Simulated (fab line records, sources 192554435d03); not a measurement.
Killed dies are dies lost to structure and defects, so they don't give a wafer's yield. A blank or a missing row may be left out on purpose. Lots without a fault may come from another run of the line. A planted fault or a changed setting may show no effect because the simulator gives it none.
Chamber matching | flow n5_finfet | N5_SD_EPI_N_ETCH_34 on rie_diel-06: 4 sister chambers
The step etches SiARC in CF4, target depth 45.5 nm, time 75.8 s. 4 wafers are shown with their chamber, then 11 later ones without.

WAFERS WITH THEIR CHAMBER
wafer  | chamber | showerhead_plenum_p_Torr (Torr)
L079.5 | 0       | 2.22
L085.1 | 1       | 2.18
L085.4 | 2       | 2.07
L086.2 | 3       | 2.08

WAFERS WITHOUT THEIR CHAMBER
wafer  | showerhead_plenum_p_Torr (Torr)
L086.4 | 2.07
L086.6 | 2.07
L090.2 | 2.18
L090.3 | 2.07
L090.4 | 2.21
L091.3 | 2.17
L091.4 | 2.21
L091.6 | 2.07
L094.2 | 2.07
L094.3 | 2.07
L094.4 | 2.17

WHICH CHAMBER EACH WENT THROUGH
wafer  | from the rows above     | in truth
L086.4 | can't be placed: 2 or 3 | 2
L086.6 | can't be placed: 2 or 3 | 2
L090.2 | 1                       | 1
L090.3 | can't be placed: 2 or 3 | 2
L090.4 | 0                       | 0
L091.3 | 1                       | 1
L091.4 | 0                       | 0
L091.6 | can't be placed: 2 or 3 | 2
L094.2 | can't be placed: 2 or 3 | 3
L094.3 | can't be placed: 2 or 3 | 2
L094.4 | 1                       | 1
Placed correctly: 5 of 11. Can't be placed from these rows: 6 (the true chamber is among the candidates in 6). Placed wrongly: 0.
How it was worked out, from the rows above alone: a wafer's distance from a chamber is the root of the sum, over the readings, of the square of ((its reading less the chamber's mean) divided by the reading's scatter). The wafer belongs to the nearest chamber; if the next one is less than 2 further off, it can't be placed. A chamber's mean is the mean of its shown wafers. The scatter: with one shown wafer a chamber, the root of the mean of the squares of how far each hidden wafer lies from its nearest shown one.
